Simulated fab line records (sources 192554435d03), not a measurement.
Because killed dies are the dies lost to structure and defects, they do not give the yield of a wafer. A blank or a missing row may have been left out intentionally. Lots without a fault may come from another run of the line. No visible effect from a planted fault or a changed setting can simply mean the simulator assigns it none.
Chamber matching | flow n5Finfet | 4 sister chambers for N5_PMOS_HMC_CHANNEL_EPI_DESCUM_14 on rieDiel-04
The step chemistry O2, time 7.9 s. 14 wafers are shown with their chamber, then 7 later ones without.

WAFERS WITH THEIR CHAMBER
wafer  | chamber | drypumpMotorCurrentA (A) | showerheadPlenumPTorr (Torr) | throttleValvePct (%)
L084.2 | 3       | 5.3                      | 2.16                         | 20.31
L084.3 | 1       | 6.3                      | 2.18                         | 21.03
L084.6 | 2       | 5.9                      | 2.08                         | 20.80
L085.1 | 0       | 5.7                      | 2.11                         | 20.34
L085.4 | 0       | 5.7                      | 2.11                         | 20.34
L085.5 | 1       | 6.3                      | 2.18                         | 21.03
L090.1 | 3       | 5.3                      | 2.15                         | 20.32
L090.4 | 2       | 5.9                      | 2.08                         | 20.42
L090.5 | 2       | 5.9                      | 2.08                         | 20.41
L093.1 | 2       | 5.9                      | 2.07                         | 20.44
L093.3 | 1       | 6.3                      | 2.17                         | 21.07
L093.4 | 3       | 5.2                      | 2.15                         | 20.34
L094.1 | 1       | 6.3                      | 2.17                         | 21.09
L094.4 | 0       | 5.7                      | 2.11                         | 20.39

SIGNATURES (means of the wafers above)
reading               | chamber 0 | chamber 1 | chamber 2 | chamber 3 | scatter within a chamber
drypumpMotorCurrentA  | 5.700     | 6.300     | 5.900     | 5.267     | 0.0258
showerheadPlenumPTorr | 2.1100    | 2.1750    | 2.0775    | 2.1533    | 0.00492
throttleValvePct      | 20.3567   | 21.0550   | 20.5175   | 20.3233   | 0.106
Rule: for a wafer and a chamber, the distance is found by dividing, reading by reading, the gap between the wafer's reading and the chamber's mean by the reading's scatter, squaring, summing and taking the root. If the next closest chamber is less than 2 further off than the closest, the wafer can't be placed; otherwise it belongs to the closest. The scatter is the square root of a quotient: the sum, over the shown wafers, of each reading's squared deviation from its chamber's mean, divided by wafers minus chambers.

WAFERS WHOSE CHAMBER IS MISSING
wafer  | drypumpMotorCurrentA (A) | showerheadPlenumPTorr (Torr) | throttleValvePct (%)
L094.6 | 5.2                      | 2.15                         | 20.33
L095.1 | 5.3                      | 2.15                         | 20.34
L095.4 | 6.3                      | 2.17                         | 21.07
L095.6 | 5.2                      | 2.15                         | 20.32
L097.3 | 6.4                      | 2.17                         | 21.08
L097.4 | 5.2                      | 2.15                         | 20.32
L097.6 | 5.2                      | 2.15                         | 20.33

WHICH CHAMBER EACH ONE RAN IN
wafer  | from the rows above | in truth
L094.6 | 3                   | 3
L095.1 | 3                   | 3
L095.4 | 1                   | 1
L095.6 | 3                   | 3
L097.3 | 1                   | 1
L097.4 | 3                   | 3
L097.6 | 3                   | 3
7 of 7 placed correctly. Left unplaced by these rows: 0. Wrongly placed: 0.
